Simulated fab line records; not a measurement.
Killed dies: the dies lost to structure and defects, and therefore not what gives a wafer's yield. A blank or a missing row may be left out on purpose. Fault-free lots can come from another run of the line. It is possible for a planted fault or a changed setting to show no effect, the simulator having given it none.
Chamber matching || flow nand harc || NHARC_P_M1_DEP_33 on pecvd-03: 3 sister chambers
The step deposits SiCN, target thk 30 nm. 30 wafers are shown with their chamber, then 12 later ones without.

## WAFERS, EACH WITH ITS CHAMBER
{"wafer": "L077.3", "chamber": 2, "heater power w (W)": 539}
{"wafer": "L077.4", "chamber": 1, "heater power w (W)": 513}
{"wafer": "L077.6", "chamber": 2, "heater power w (W)": 532}
{"wafer": "L078.2", "chamber": 2, "heater power w (W)": 517}
{"wafer": "L078.5", "chamber": 2, "heater power w (W)": 538}
{"wafer": "L078.6", "chamber": 0, "heater power w (W)": 554}
{"wafer": "L079.4", "chamber": 0, "heater power w (W)": 639}
{"wafer": "L079.5", "chamber": 1, "heater power w (W)": 526}
{"wafer": "L079.6", "chamber": 2, "heater power w (W)": 431}
{"wafer": "L083.1", "chamber": 0, "heater power w (W)": 602}
{"wafer": "L083.4", "chamber": 1, "heater power w (W)": 483}
{"wafer": "L083.6", "chamber": 0, "heater power w (W)": 577}
{"wafer": "L082.2", "chamber": 0, "heater power w (W)": 560}
{"wafer": "L082.5", "chamber": 1, "heater power w (W)": 474}
{"wafer": "L082.6", "chamber": 2, "heater power w (W)": 463}
{"wafer": "L084.4", "chamber": 2, "heater power w (W)": 459}
{"wafer": "L084.5", "chamber": 0, "heater power w (W)": 617}
{"wafer": "L084.6", "chamber": 1, "heater power w (W)": 569}
{"wafer": "L085.2", "chamber": 0, "heater power w (W)": 647}
{"wafer": "L085.3", "chamber": 1, "heater power w (W)": 564}
{"wafer": "L085.5", "chamber": 1, "heater power w (W)": 555}
{"wafer": "L087.1", "chamber": 0, "heater power w (W)": 598}
{"wafer": "L087.4", "chamber": 2, "heater power w (W)": 524}
{"wafer": "L087.5", "chamber": 1, "heater power w (W)": 531}
{"wafer": "L090.3", "chamber": 1, "heater power w (W)": 557}
{"wafer": "L090.5", "chamber": 1, "heater power w (W)": 540}
{"wafer": "L090.6", "chamber": 0, "heater power w (W)": 641}
{"wafer": "L089.1", "chamber": 1, "heater power w (W)": 529}
{"wafer": "L089.2", "chamber": 2, "heater power w (W)": 502}
{"wafer": "L089.5", "chamber": 0, "heater power w (W)": 649}

SIGNATURES (means of the wafers above)
{"reading": "heater power w", "chamber 0": 608.40, "chamber 1": 531.00, "chamber 2": 500.56, "scatter within a chamber": 35.5}
Rule: for a wafer and a chamber, the distance is found by dividing, reading by reading, the gap between the wafer's reading and the chamber's mean by the reading's scatter, squaring, summing and taking the root. The wafer belongs to the nearest chamber; if the next one is less than 2 further off, it can't be placed. The scatter is the square root of a quotient: the sum, over the shown wafers, of each reading's squared deviation from its chamber's mean, divided by wafers minus chambers.

## WAFERS MISSING THEIR CHAMBER
{"wafer": "L092.2", "heater power w (W)": 505}
{"wafer": "L092.3", "heater power w (W)": 664}
{"wafer": "L092.6", "heater power w (W)": 494}
{"wafer": "L091.1", "heater power w (W)": 526}
{"wafer": "L091.4", "heater power w (W)": 563}
{"wafer": "L091.6", "heater power w (W)": 542}
{"wafer": "L094.2", "heater power w (W)": 544}
{"wafer": "L094.5", "heater power w (W)": 641}
{"wafer": "L094.6", "heater power w (W)": 547}
{"wafer": "L094.1", "heater power w (W)": 525}
{"wafer": "L094.3", "heater power w (W)": 646}
{"wafer": "L094.4", "heater power w (W)": 509}

## WHICH CHAMBER EACH ONE RAN IN
{"wafer": "L092.2", "from the rows above": "can't be placed: 2 or 1", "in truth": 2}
{"wafer": "L092.3", "from the rows above": 0, "in truth": 0}
{"wafer": "L092.6", "from the rows above": "can't be placed: 2 or 1", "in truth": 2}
{"wafer": "L091.1", "from the rows above": "can't be placed: 1 or 2", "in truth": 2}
{"wafer": "L091.4", "from the rows above": "can't be placed: 1 or 0 or 2", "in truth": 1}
{"wafer": "L091.6", "from the rows above": "can't be placed: 1 or 2 or 0", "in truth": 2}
{"wafer": "L094.2", "from the rows above": "can't be placed: 1 or 2 or 0", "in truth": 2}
{"wafer": "L094.5", "from the rows above": 0, "in truth": 0}
{"wafer": "L094.6", "from the rows above": "can't be placed: 1 or 2 or 0", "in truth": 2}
{"wafer": "L094.1", "from the rows above": "can't be placed: 1 or 2", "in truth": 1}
{"wafer": "L094.3", "from the rows above": 0, "in truth": 0}
{"wafer": "L094.4", "from the rows above": "can't be placed: 2 or 1", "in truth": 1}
Correct placement for 3 of the 12. These rows do not allow placing 9 (true chamber among the candidates in 9). Placed wrongly: 0.
